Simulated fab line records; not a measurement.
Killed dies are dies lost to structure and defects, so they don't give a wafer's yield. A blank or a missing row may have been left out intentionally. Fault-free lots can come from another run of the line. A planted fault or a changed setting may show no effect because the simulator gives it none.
Struck lot and sound lot, side by side -- flow n5Finfet -- 14 out of 1938 route steps
Sound: the wafers L427.1, L427.2, L427.4. The struck wafers were L436.1, L436.2, L436.6. The cause is named last.
Per side, at each step with rows, come the tool, then ch with its chambers, and then its first start. Under that, the readings that differ: sound wafers -- struck wafers -- difference of the means -- sigmas: that difference in standard deviations of wafers without a fault.
alike: readings with means less than 2 such deviations apart, plus words and numbers identical on both sides. not compared: withheld readings, readings lacking a value on some wafer, bounds such as >300 that could conceal the same value, and numbers that have no deviation in the record and whose values overlap.
The two part at a step that has a row with sigmas, a row that says differs or no value, or rows on one side only. Numbers that don't overlap but have no deviation are shown without sigmas and don't part them. Lack of a reading on every wafer of one side parts them only where that side has two or more wafers.

first, 8 steps without rows for these wafers: N5_BEOL_M9_COAT_59 (time 60 s, resist thk 100 nm); N5_BEOL_M9_COAT_60 (time 60 s, resist thk 30 nm); N5_BEOL_M9_COAT_05 (resist thk 90 nm); N5_BEOL_M9_EBR_07; N5_BEOL_M9_SOFTBAKE_06 (time 60 s); N5_BEOL_M9_EXPOSE_08 (exposes mask M9); N5_BEOL_M9_PEB_09 (peb time 60 s); N5_BEOL_M9_DEVELOP_10 (develop time 30 s).
N5_BEOL_M9_CD_MEAS_11: the cd target is 64.1 nm.
  sound on cdSem-03 ch 0, day 10 19:37; struck on cdSem-03 ch 0, day 13 02:20
  alike: cdNm
N5_BEOL_M9_OVL_MEAS_12:
  sound on overlay-01 ch 0, day 10 19:39; struck on overlay-02 ch 0, day 13 02:22
  alike: M9_OVL
N5_BEOL_M9_INSPECT_13: inspects for defects (brightfield).
  sound: defectInspect-02 at day 10 19:41; struck: defectInspect-02 at day 13 02:23
  alike: rawDefectCount
N5_BEOL_M9_DESCUM_16: chemistry O2, time 7.9 s.
  sound on rieDiel-06 ch 0,1,3, day 10 19:52; struck on rieDiel-05 ch 0,1,2, day 13 02:33
  alike: drypumpMotorCurrentA, o2FlowSccm, oesProductAu, rfVppV, showerheadPlenumPTorr, throttleValvePct
  not compared: rfHoursCounterH
N5_BEOL_M9_ETCH_61: etches SiARC in CF4, target depth 39 nm, time 65 s.
  sound on rieDiel-06 ch 0,1,3, day 10 19:54; struck on rieDiel-05 ch 0,1,2, day 13 02:35
reading,sound,struck,difference,sigmas
etchRfOnTimeS (s),64.0 64.4 65.3,51.4 53.4 53.7,-11.7,-9
oesProductAu (a.u.),0.78 0.62 0.61,0.86 0.82 0.90,+0.19,+2
rfFwdPowerW (W),534.0 534.7 543.4,668.6 664.0 671.0,+130.5,+47
rfVppV (V),183.4 184.2 183.5,170.2 170.8 171.1,-13.0,-14
  alike: biasW, drypumpMotorCurrentA, showerheadPlenumPTorr, throttleValvePct
  not compared: rfHoursCounterH
N5_BEOL_M9_ETCH_62: etches SOC in N2/H2, target depth 110 nm, overetch 22 nm, time 165 s.
  sound on rieDiel-06 ch 0,1,3, day 10 19:57; struck on rieDiel-05 ch 0,1,2, day 13 02:38
  alike: biasW, drypumpMotorCurrentA, oesProductAu, rfFwdPowerW, rfVppV, showerheadPlenumPTorr, throttleValvePct
  not compared: rfHoursCounterH

WHERE THEY PART
Only at N5_BEOL_M9_ETCH_61, as far as this record shows. Later steps at which nothing parts them and some readings are alike: N5_BEOL_M9_ETCH_62.

WHY: the cause the simulator had injected
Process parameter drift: rieDiel-05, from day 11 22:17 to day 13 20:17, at N5_BEOL_M9_ETCH_61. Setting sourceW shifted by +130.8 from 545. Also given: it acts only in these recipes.
